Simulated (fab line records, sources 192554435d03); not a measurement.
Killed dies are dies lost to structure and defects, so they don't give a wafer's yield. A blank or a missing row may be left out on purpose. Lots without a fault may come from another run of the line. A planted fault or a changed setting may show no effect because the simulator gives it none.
fab line records | flow n5_finfet
record lots=6 wafers=17 last_day=18
route steps=1938 shown WELL_APT@46 PMOS_HMC_CHANNEL_EPI@57 BEOL_M4@1111
lots that met no fault: from a run of the same line without faults
start_h: hours from the record's first day to the start of the lot's first wafer shown | wait_h: hours since the lot's step before | " the same as in the row above | L1.1+2: a row that stands for several wafers | - no value, or no start given | * or withheld: withheld | < > ~ a bound
route shown NAME@n: a module of which the file shows steps, and the number in the route of the first | usual: mean/standard deviation of fault-free wafers | same: alike in all rows | chamber/n: place in a boat | sites: the reading at each site | _std_site: their standard deviation | _edge_site: outer sites' mean less inner sites' | radius_mm: how far each site lies from the wafer's centre | mask NAME#n: copy n | behind: the tool/chamber that last shaped the wafer | hold: why the lot was held/for how many hours/how that ended | device: the transistor (n, p or np) that didn't switch | end of line: the same wafers' tests at the end of the route | a step without rows: its recipe alone | killed: dies lost to structure and defects at the first sort, not the wafer's yield | map: a wafer's dies, x killed, . not, _ none there
set.NAME: the setting as run; set.NAME@STEP: as run at that earlier step | model.NAME: the simulator's own value behind a step, which no gauge read
lots at some steps of the route; a table a step, a row a wafer
services: from which hour (start_h, from the record's first day; less than 0 if before it) a tool's chamber was out of use, for how many hours, and why
## steps
# step N5_WELL_APT_DESCUM_30
# recipe chemistry=O2 time_s=7.9 source_power_w=50 bias_power_w=20 pressure_mtorr=20 rf_frequency_hz=2.712e+07 temp_c=40 o2_flow_sccm=225
# usual drypump_motor_current_A=5.8/0.41 oes_product_au=0.75/0.083 rf_vpp_V=243.7/1.3 showerhead_plenum_p_Torr=2.13/0.064 throttle_valve_pct=20.47/0.18
# columns lot.wafer tool chamber start_h wait_h drypump_motor_current_A oes_product_au rf_hours_counter_h rf_vpp_V showerhead_plenum_p_Torr throttle_valve_pct
L212.1 rie_diel-04 0 69.11 0.0 5.3 0.68 206 243.7 2.17 20.83
L212.3 " 2 " " 5.9 0.86 72 244.5 2.22 20.51
L213.1 rie_diel-05 3 75.27 0.0 6.2 0.72 194 243.3 2.06 20.43
L213.3 " 0 " " 5.4 0.67 234 243.1 2.07 20.58
L213.5 " 1 " " 6.1 0.99 - 245.6 2.16 20.12
L215.3 rie_diel-04 3 86.79 0.0 5.3 0.74 199 245.0 2.07 20.59
L215.4 " 0 " " 5.3 0.68 212 244.5 2.17 20.85
L215.5 " 2 " " 5.8 0.85 - 244.1 2.22 20.49
L217.4 rie_diel-05 1 98.78 0.0 6.1 0.97 9 242.8 2.15 20.14
L217.5 " 2 " " 5.7 0.80 - 245.2 2.20 20.37
L217.6 " 1 " " 6.1 0.97 - 243.6 2.15 20.15
L224.3 rie_diel-04 2 141.27 0.0 5.8 0.83 95 244.4 2.21 20.53
L224.5 " 3 " " 5.4 0.73 - 241.7 2.07 20.63
L224.6 " 2 " " 5.8 0.83 - 246.1 2.21 20.54
L225.1 rie_diel-06 0 146.91 0.0 5.3 0.69 198 241.8 1.99 20.45
L225.2 " 3 " " 5.7 0.92 10 244.5 2.12 19.99
L225.3 " 1 " " 6.5 0.70 244 244.8 2.15 20.39
# step N5_WELL_APT_IMPLANT_31
# recipe species=B energy_kev=60 dose_cm2=1.5e+13 tilt_deg=0 rotation_deg=0
# step N5_WELL_APT_IMPLANT_32
# recipe species=BF2 energy_kev=50 dose_cm2=2e+13 tilt_deg=0 rotation_deg=0
# step N5_WELL_APT_STRIP_33
# recipe chemistry=SPM time_s=900 temp_c=130 h2so4_h2o2_vol_ratio=4 dry=ipa_marangoni
# step N5_WELL_APT_RTA_34
# recipe temp_c=1000 time_s=10 ambient=N2 idle_temp_c=600 ramp_up_c_per_s=150 ramp_down_c_per_s=60 cool_to_c=600
# usual lamp_power_pct=13.01/0.05 lamp_zone_3_pct=12.994/0.029 lamp_zone_7_pct=13.424/0.028 wafer_temp_C_max=1003.7/1.2
# columns lot.wafer tool chamber start_h wait_h lamp_power_pct lamp_zone_3_pct lamp_zone_7_pct wafer_temp_C_max
L212.1 rtp_anneal-01 0 70.16 0.3 12.99 13.009 13.452 1003.3
L212.3 " 0 " " 12.96 12.983 13.442 1004.8
L213.1 rtp_anneal-01 0 76.03 0.0 13.06 12.997 13.419 1003.0
L213.3 " 0 " " 12.99 12.960 13.475 1004.0
L213.5 " 0 " " 13.00 12.975 13.426 1003.9
L215.3 rtp_anneal-02 0 87.62 0.1 13.00 13.049 13.432 1003.9
L215.4 " 0 " " 12.96 12.974 13.458 1003.8
L215.5 " 0 " " 13.05 12.986 13.408 1003.9
L217.4 rtp_anneal-02 0 99.60 0.1 12.96 12.975 13.380 1003.9
L217.5 " 0 " " 12.92 13.000 13.408 1002.6
L217.6 " 0 " " 13.03 12.956 13.428 1002.6
L224.3 rtp_anneal-01 0 142.09 0.1 12.99 13.001 13.417 1001.3
L224.5 " 0 " " 13.05 12.981 13.410 1003.5
L224.6 " 0 " " 12.96 13.016 13.440 1003.4
L225.1 rtp_anneal-01 0 147.67 0.0 12.99 12.992 13.422 1002.7
L225.2 " 0 " " 13.02 12.981 13.398 1003.7
L225.3 " 0 " " 13.00 12.985 13.434 1002.9
# step N5_WELL_APT_OXIDE_STRIP_42
# recipe chemistry=dHF dilution=25:1 time_s=45 temp_c=25 target=SiO2 target_depth_a=120
# step N5_WELL_APT_PRECLEAN_36
# recipe chemistry=O3/DIW time_s=45 temp_c=22 o3_ppm=10
# step N5_WELL_APT_PRECLEAN_39
# recipe chemistry=dHF time_s=60 dilution=150:1 temp_c=25
# step N5_WELL_APT_SRD_37
# recipe dry=ipa_marangoni do_ppb=5 time_s=30 temp_c=23 rinse_liquid=diw
# step N5_WELL_APT_EPI_41
# recipe material=Si target_thk_a=500 temp_c=650 precursor=SiH4/H2 pressure_torr=20 time_s=297.7
# usual susceptor_temp_C=650.0/0.3 throttle_valve_pct=11.2/0.31
# columns lot.wafer tool chamber start_h wait_h susceptor_temp_C throttle_valve_pct
L212.1 epi_rpcvd-02 0 70.53 0.0 649.6 11.2
L212.3 " 0 " " 649.9 11.1
L213.1 epi_rpcvd-02 0 76.27 0.0 649.7 11.2
L213.3 " 0 " " 649.3 11.1
L213.5 " 0 " " 650.1 11.6
L215.3 epi_rpcvd-03 0 88.02 0.2 649.6 11.7
L215.4 " 0 " " 649.9 11.6
L215.5 " 0 " " 649.9 11.5
L217.4 epi_rpcvd-02 0 100.08 0.3 650.5 11.3
L217.5 " 0 " " 650.0 11.2
L217.6 " 0 " " 649.9 11.1
L224.3 epi_rpcvd-04 0 142.56 0.3 649.8 11.0
L224.5 " 0 " " 650.0 11.1
L224.6 " 0 " " 649.9 10.7
L225.1 epi_rpcvd-02 0 147.93 0.0 650.3 11.4
L225.2 " 0 " " 650.0 11.5
L225.3 " 0 " " 650.3 11.3
# step N5_WELL_APT_INSPECT_38
# recipe inspect_instrument=darkfield mode=post_epi
# usual raw_defect_count=14/4.9
# columns lot.wafer tool chamber start_h wait_h raw_defect_count
L212.1 defect_inspect-02 - 71.60 0.9 9
L212.3 " - " " 11
L213.1 defect_inspect-01 - 76.91 0.5 12
L213.3 " - " " 7
L213.5 " - " " 10
L215.3 defect_inspect-01 - 88.46 0.3 19
L215.4 " - " " 9
L215.5 " - " " 13
L217.4 defect_inspect-02 - 100.42 0.2 10
L217.5 " - " " 21
L217.6 " - " " 20
L224.3 defect_inspect-01 - 143.13 0.4 3
L224.5 " - " " 12
L224.6 " - " " 12
L225.1 defect_inspect-01 - 148.56 0.5 11
L225.2 " - " " 29
L225.3 " - " " 15
# step N5_PMOS_HMC_CHANNEL_EPI_HM_DEP_34
# recipe material=SiO2 target_thk_a=360 temp_c=400 precursor=TEOS/O2 pressure_torr=6.5 rf_w=900 teos_flow_sccm=161.4 gas=O2 flow_sccm=2650 time_s=6.9
# usual heater_power_w=555/89 showerhead_plenum_p_Torr=8.34/0.04 showerhead_vpp_V=1849/62 susceptor_temp_C=399.98/0.22 throttle_valve_pct=18.6/0.59
# columns lot.wafer tool chamber start_h wait_h heater_power_w showerhead_plenum_p_Torr showerhead_vpp_V susceptor_temp_C throttle_valve_pct
L212.1 pecvd-04 1 71.64 0.0 455 8.38 1861 399.76 19.8
L212.3 " 2 " " 604 8.38 1857 400.22 17.3
L213.1 pecvd-03 2 76.94 0.0 531 8.35 1771 400.22 19.1
L213.3 " 0 " " 533 8.34 1812 400.51 18.2
L213.5 " 1 " " 518 8.26 1857 399.61 19.2
L215.3 pecvd-03 0 88.49 0.0 523 8.36 1804 399.80 18.4
L215.4 " 0 " " 504 8.34 1801 399.82 18.3
L215.5 " 2 " " 576 8.36 1750 399.73 18.9
L217.4 pecvd-02 0 100.47 0.0 563 8.36 1970 400.05 18.4
L217.5 " 1 " " 715 8.40 1912 400.30 18.5
L217.6 " 2 " " 527 8.36 1928 399.91 17.9
L224.3 pecvd-02 2 143.16 0.0 548 8.37 1956 400.24 18.2
L224.5 " 2 " " 545 8.37 1936 400.16 17.8
L224.6 " 1 " " 693 8.42 1875 399.95 18.2
L225.1 pecvd-03 2 148.60 0.0 464 8.35 1776 399.80 18.7
L225.2 " 0 " " 493 8.36 1839 400.44 18.6
L225.3 " 1 " " 620 8.27 1832 400.37 19.3
# step N5_PMOS_HMC_CHANNEL_EPI_COAT_31
# recipe resist=BARC temp_c=205 time_s=60 spin_rpm=1500 resist_thk_nm=66
# usual chill_plate_temp_C=22.99/0.11 spin_speed_rpm=1500.2/0.81
# columns lot.wafer tool chamber start_h wait_h chill_plate_temp_C spin_speed_rpm model.BARC_of_PMOS_HMC_CHANNEL_EPI_COAT_31.thk_nm
L212.1 litho_track-04 0 71.70 0.0 22.92 1500.7 66.05
L212.3 " 0 " " 22.95 1499.7 65.96
L213.1 litho_track-04 0 77.00 0.0 23.01 1499.9 66.02
L213.3 " 0 " " 23.15 1499.4 66.11
L213.5 " 0 " " 23.16 1500.1 65.86
L215.3 litho_track-05 0 88.55 0.0 22.96 1499.3 66.15
L215.4 " 0 " " 22.87 1500.5 66.08
L215.5 " 0 " " 22.84 1499.5 65.99
L217.4 litho_track-02 0 100.51 0.0 22.90 1500.7 66.32
L217.5 " 0 " " 23.05 1502.1 66.13
L217.6 " 0 " " 23.00 1500.9 66.14
L224.3 litho_track-02 0 143.22 0.0 23.14 1293.2 70.82
L224.5 " 0 " " 22.99 1292.2 70.76
L224.6 " 0 " " 22.99 1293.3 70.98
L225.1 litho_track-02 0 148.65 0.0 23.01 1294.5 71.13
L225.2 " 0 " " 22.91 1292.7 71.15
L225.3 " 0 " " 23.01 1292.5 71.17
# step N5_PMOS_HMC_CHANNEL_EPI_COAT_03
# recipe resist=CAR-ArF-block spin_rpm=1500 resist_thk_nm=205
# step N5_PMOS_HMC_CHANNEL_EPI_EBR_05
# recipe solvent=PGMEA ebr_width_mm=1.5
# step N5_PMOS_HMC_CHANNEL_EPI_SOFTBAKE_04
# recipe temp_c=110 time_s=60 resist=CAR-ArF-block
# step N5_PMOS_HMC_CHANNEL_EPI_EXPOSE_06
# recipe mask_id=PMOS_HMC_BLK na=1.35 source_shape=conventional sigma_outer=0.8 polarization=unpolarized target_cd_nm=240 dose_mj=41
# step N5_PMOS_HMC_CHANNEL_EPI_PEB_07
# recipe peb_temp_c=110 peb_time_s=60 resist=CAR-ArF-block
# step N5_PMOS_HMC_CHANNEL_EPI_DEVELOP_08
# recipe develop_time_s=30 developer=TMAH resist=CAR-ArF-block dev_temp_c=23 rinse_liquid=diw dry=air_spin
# step N5_PMOS_HMC_CHANNEL_EPI_CD_MEAS_09
# recipe target_cd_nm=237.4 landing_energy_ev=500 detector=se_inlens
# usual cd_nm=238.1/1.3
# columns lot.wafer tool chamber start_h wait_h cd_nm
L212.1 cd_sem-01 0 71.92 - 238.2
L212.3 " 0 " " 237.1
L213.1 cd_sem-03 0 77.22 - 237.7
L213.3 " 0 " " 237.4
L213.5 " 0 " " 238.7
L215.3 cd_sem-01 0 88.77 - 242.1
L215.4 " 0 " " 241.4
L215.5 " 0 " " 240.4
L217.4 cd_sem-01 0 100.74 - 238.3
L217.5 " 0 " " 238.3
L217.6 " 0 " " 238.8
L224.3 cd_sem-01 0 143.57 - 238.4
L224.5 " 0 " " 238.9
L224.6 " 0 " " 241.2
L225.1 cd_sem-02 0 149.00 - 238.0
L225.2 " 0 " " 238.4
L225.3 " 0 " " 236.8
# step N5_PMOS_HMC_CHANNEL_EPI_OVL_MEAS_10
# recipe points_per_wafer=44
# usual PMOS_HMC_BLK_OVL=-0.5/0.84
# columns lot.wafer tool chamber start_h wait_h PMOS_HMC_BLK_OVL[nm]
L212.1 overlay-02 0 71.95 0.0 -1.3
L212.3 " 0 " " -0.4
L213.1 overlay-02 0 77.25 0.0 -0.7
L213.3 " 0 " " -0.1
L213.5 " 0 " " 0.7
L215.3 overlay-02 0 88.80 0.0 0.9
L215.4 " 0 " " -0.8
L215.5 " 0 " " -0.4
L217.4 overlay-02 0 100.77 0.0 0.1
L217.5 " 0 " " 1.0
L217.6 " 0 " " 0.5
L224.3 overlay-02 0 143.60 0.0 -0.6
L224.5 " 0 " " 0.2
L224.6 " 0 " " -0.3
L225.1 overlay-01 0 149.03 0.0 -0.8
L225.2 " 0 " " -2.2
L225.3 " 0 " " -0.7
# step N5_PMOS_HMC_CHANNEL_EPI_INSPECT_11
# recipe mode=adi inspect_instrument=macro
# usual raw_defect_count=1.9/1.4
# columns lot.wafer tool chamber start_h wait_h raw_defect_count
L212.1 defect_inspect-02 - 71.97 0.0 1
L212.3 " - " " 1
L213.1 defect_inspect-01 - 77.28 0.0 3
L213.3 " - " " 4
L213.5 " - " " 2
L215.3 defect_inspect-01 - 88.83 0.0 2
L215.4 " - " " 3
L215.5 " - " " 1
L217.4 defect_inspect-02 - 100.79 0.0 3
L217.5 " - " " 3
L217.6 " - " " 2
L224.3 defect_inspect-02 - 143.62 0.0 1
L224.5 " - " " 5
L224.6 " - " " 1
L225.1 defect_inspect-02 - 149.06 0.0 1
L225.2 " - " " 1
L225.3 " - " " 3
# step N5_PMOS_HMC_CHANNEL_EPI_DESCUM_14
# recipe chemistry=O2 time_s=7.9 source_power_w=50 bias_power_w=20 pressure_mtorr=20 rf_frequency_hz=2.712e+07 temp_c=40 resist=CAR-ArF-block o2_flow_sccm=225
# usual drypump_motor_current_A=6.0/0.36 oes_product_au=0.76/0.077 rf_vpp_V=243.4/1.3 showerhead_plenum_p_Torr=2.10/0.06 throttle_valve_pct=20.41/0.19
# columns lot.wafer tool chamber start_h wait_h drypump_motor_current_A oes_product_au rf_hours_counter_h rf_vpp_V showerhead_plenum_p_Torr throttle_valve_pct
L212.1 rie_diel-01 0 72.01 0.0 6.2 0.70 228 244.2 2.11 20.27
L212.3 " 2 " " 6.0 0.74 129 244.3 2.17 20.48
L213.1 rie_diel-01 2 77.35 0.1 6.0 0.75 131 244.2 2.17 20.49
L213.3 " 0 " " 6.2 0.70 230 243.7 2.11 20.27
L213.5 " 0 " " 6.2 0.70 - 243.5 2.11 20.28
L215.3 rie_diel-03 2 88.86 0.0 6.6 0.73 187 242.2 2.10 20.49
L215.4 " 0 " " 5.2 0.82 82 244.3 2.13 20.39
L215.5 " 1 " " 5.8 0.69 - 243.2 2.05 20.46
L217.4 rie_diel-02 0 100.82 0.0 6.7 0.94 26 243.9 2.15 20.08
L217.5 " 2 " " 5.7 0.68 - 242.9 1.96 20.65
L217.6 " 3 " " 5.8 0.76 - 242.4 1.99 20.07
L224.3 rie_diel-02 0 143.66 0.0 6.7 0.90 40 244.6 2.15 20.10
L224.5 " 1 " " 5.7 0.75 - 241.0 2.02 20.91
L224.6 " 2 " " 5.7 0.67 - 241.8 1.96 20.66
L225.1 rie_diel-03 0 149.24 0.2 5.3 0.81 100 243.3 2.13 20.41
L225.2 " 3 " " 6.4 0.70 200 244.3 2.16 20.49
L225.3 " 2 " " 6.5 0.72 206 242.6 2.09 20.53
# step N5_PMOS_HMC_CHANNEL_EPI_ETCH_32
# recipe chemistry=N2/H2 target=BARC stop_on=SiO2 target_depth_a=858 over_etch_frac=0.3 time_s=50.3 ion_energy_ev=200 mask_material=CAR-ArF-block pressure_mtorr=30 source_w=840 bias_w=150 n2_flow_sccm=200 h2_flow_sccm=200
# usual drypump_motor_current_A=6.0/0.37 oes_product_au=0.65/0.062 rf_vpp_V=524.2/2.2 showerhead_plenum_p_Torr=2.54/0.068 throttle_valve_pct=17.87/0.2
# columns lot.wafer tool chamber start_h wait_h drypump_motor_current_A oes_product_au rf_hours_counter_h rf_vpp_V showerhead_plenum_p_Torr throttle_valve_pct model.etch.depth_nm
L212.1 rie_diel-01 0 72.04 0.0 6.2 0.61 228 527.0 2.58 17.80 66.05
L212.3 " 2 " " 6.0 0.64 129 527.5 2.64 17.97 65.96
L213.1 rie_diel-01 2 77.39 0.0 6.0 0.64 131 526.1 2.64 18.00 66.02
L213.3 " 0 " " 6.2 0.61 230 526.8 2.58 17.81 66.11
L213.5 " 0 " " 6.2 0.61 - 525.4 2.58 17.82 65.86
L215.3 rie_diel-03 2 88.89 0.0 6.6 0.64 187 523.1 2.52 17.89 66.15
L215.4 " 0 " " 5.3 0.72 82 524.3 2.56 17.62 66.08
L215.5 " 1 " " 5.8 0.60 - 521.8 2.51 17.93 65.99
L217.4 rie_diel-02 0 100.86 0.0 6.7 0.78 26 525.4 2.59 17.32 66.32
L217.5 " 2 " " 5.7 0.58 - 521.4 2.41 18.25 66.13
L217.6 " 3 " " 5.9 0.66 - 521.5 2.44 17.75 66.14
L224.3 rie_diel-02 0 143.69 0.0 6.7 0.79 40 527.0 2.59 17.34 70.82
L224.5 " 1 " " 5.7 0.67 - 520.8 2.42 18.09 70.76
L224.6 " 2 " " 5.7 0.60 - 520.5 2.41 18.30 70.98
L225.1 rie_diel-03 0 149.27 0.0 5.2 0.72 100 524.8 2.55 17.66 71.13
L225.2 " 3 " " 6.4 0.63 200 526.8 2.62 17.95 71.15
L225.3 " 2 " " 6.6 0.65 206 522.9 2.51 17.93 71.17
# step N5_PMOS_HMC_CHANNEL_EPI_HM_OPEN_15
# recipe chemistry=CHF3/O2 target=SiO2 mask_material=CAR-ArF-block target_depth_a=406 CHF3_flow_sccm=50 O2_flow_sccm=5 Ar_flow_sccm=200 time_s=20.3 pressure_mtorr=30 source_w=650 bias_w=170 ion_energy_ev=200
# step N5_BEOL_M4_RC_MEAS_101
# usual DIBL_N=36.1/2 DIBL_P=36.3/2.5 IOFF_N=0.16/0.037 IOFF_P=0.21/0.039 ION_N=678/15 ION_P=465/8.7 SS_N=71.4/0.7 SS_P=73.3/0.74 VT_N=249/3.6 VT_P=-250.0/2.9
# columns lot.wafer tool chamber start_h wait_h DIBL_N[mV/V] DIBL_P[mV/V] IOFF_N[nA/um] IOFF_P[nA/um] ION_N[uA/um] ION_P[uA/um] SS_N[mV/dec] SS_P[mV/dec] VT_N[mV] VT_P[mV]
L212.1 prober-01 0 233.68 0.0 34.4 34.5 0.13 0.19 663 462 71.1 72.9 252 -249.8
L212.3 " 0 " " 39.3 39.2 0.22 0.28 669 464 72.4 73.9 249 -246.1
L213.1 prober-02 0 238.76 0.0 38.3 37.1 0.21 0.25 692 466 72.3 74.3 245 -248.0
L213.3 " 0 " " 36.3 35.6 0.16 0.21 692 472 72.3 73.4 250 -250.9
L213.5 " 0 " " 38.0 38.4 0.20 0.27 717 484 72.4 74.0 246 -247.1
L215.3 prober-02 0 256.59 0.3 33.7 33.8 0.13 0.18 677 465 70.9 72.3 252 -252.4
L215.4 " 0 " " 34.7 34.0 0.14 0.19 658 453 71.0 72.8 250 -252.1
L215.5 " 0 " " 33.9 34.1 0.13 0.19 680 468 70.7 72.6 249 -252.0
L217.4 prober-01 0 269.30 0.5 36.8 36.9 0.18 0.24 682 470 71.6 73.6 247 -244.9
L217.5 " 0 " " 36.0 35.8 0.15 0.23 659 464 71.5 73.7 250 -250.1
L217.6 " 0 " " 35.5 36.3 0.16 0.24 685 477 71.4 73.4 246 -245.0
L224.3 prober-02 0 306.37 0.3 36.0 37.7 0.16 0.20 679 466 70.6 73.9 249 -249.1
L224.5 " 0 " " 36.4 38.1 0.18 0.21 700 469 70.8 73.5 247 -251.2
L224.6 " 0 " " 36.1 37.0 0.16 0.17 672 453 71.0 73.5 251 -254.4
L225.1 prober-01 0 324.98 0.0 38.4 39.4 0.22 0.26 686 464 72.2 73.9 245 -245.6
L225.2 " 0 " " 32.9 33.3 0.13 0.17 672 465 70.0 73.2 248 -249.2
L225.3 " 0 " " 33.2 33.9 0.13 0.19 685 481 70.8 72.1 249 -251.4
## services
# columns tool chamber start_h hours kind
rie_diel-02 - 53.57 1.2 repair
rie_diel-01 1 55.31 - clean
rie_diel-01 1 55.31 - consumable_replace:focus_ring
rie_diel-01 1 55.31 27.1 scheduled_down
rie_diel-01 1 55.31 27.1 vent_cycle
rie_diel-06 3 59.63 11.1 repair
rie_diel-04 1 64.66 7.4 repair
pecvd-04 - 73.51 0.4 repair
epi_rpcvd-04 - 75.35 6.0 pm
rie_diel-06 0 80.80 5.8 repair
pecvd-04 - 99.25 28.1 pm
rie_diel-05 1 102.88 4.1 repair
pecvd-03 - 107.65 2.9 repair
rie_diel-02 2 114.71 9.7 repair
epi_rpcvd-02 - 123.87 4.3 pm
epi_rpcvd-02 - 132.39 8.7 repair
rie_diel-03 1 142.19 - clean
rie_diel-03 1 142.19 - consumable_replace:focus_ring
rie_diel-03 1 142.19 18.4 scheduled_down
rie_diel-03 1 142.19 18.4 vent_cycle
rie_diel-01 0 143.73 - clean
rie_diel-01 0 143.73 - consumable_replace:focus_ring
rie_diel-01 0 143.73 12.9 scheduled_down
rie_diel-01 0 143.73 12.9 vent_cycle
## key
first_sign step=N5_PMOS_HMC_CHANNEL_EPI_COAT_31 reading=spin_speed_rpm direction=down sigmas=99+ usual=* struck=*
effect none on later readings
model_effect step=N5_PMOS_HMC_CHANNEL_EPI_COAT_31 value=BARC_of_PMOS_HMC_CHANNEL_EPI_COAT_31.thk_nm without=65.92 struck=71
model_effect step=N5_PMOS_HMC_CHANNEL_EPI_ETCH_32 value=etch.depth_nm without=65.92 struck=71
met_at N5_PMOS_HMC_CHANNEL_EPI_COAT_31
struck_wafers L224.3,L224.5,L224.6,L225.1,L225.2,L225.3
baseline_loss step=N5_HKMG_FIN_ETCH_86 wafers=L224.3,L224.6
onset_between 100.51 143.22
fault kind=process_parameter_drift tool=litho_track-02 chamber=- onset_h=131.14 steps=N5_PMOS_HMC_CHANNEL_EPI_COAT_31 channel=spin_rpm offset=* shape=step end_h=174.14 acts_in=* stated=*
# baseline_loss: these wafers lose ten dies or more at that step, a loss of the line's own and not of a fault; the sort's usual values leave them out
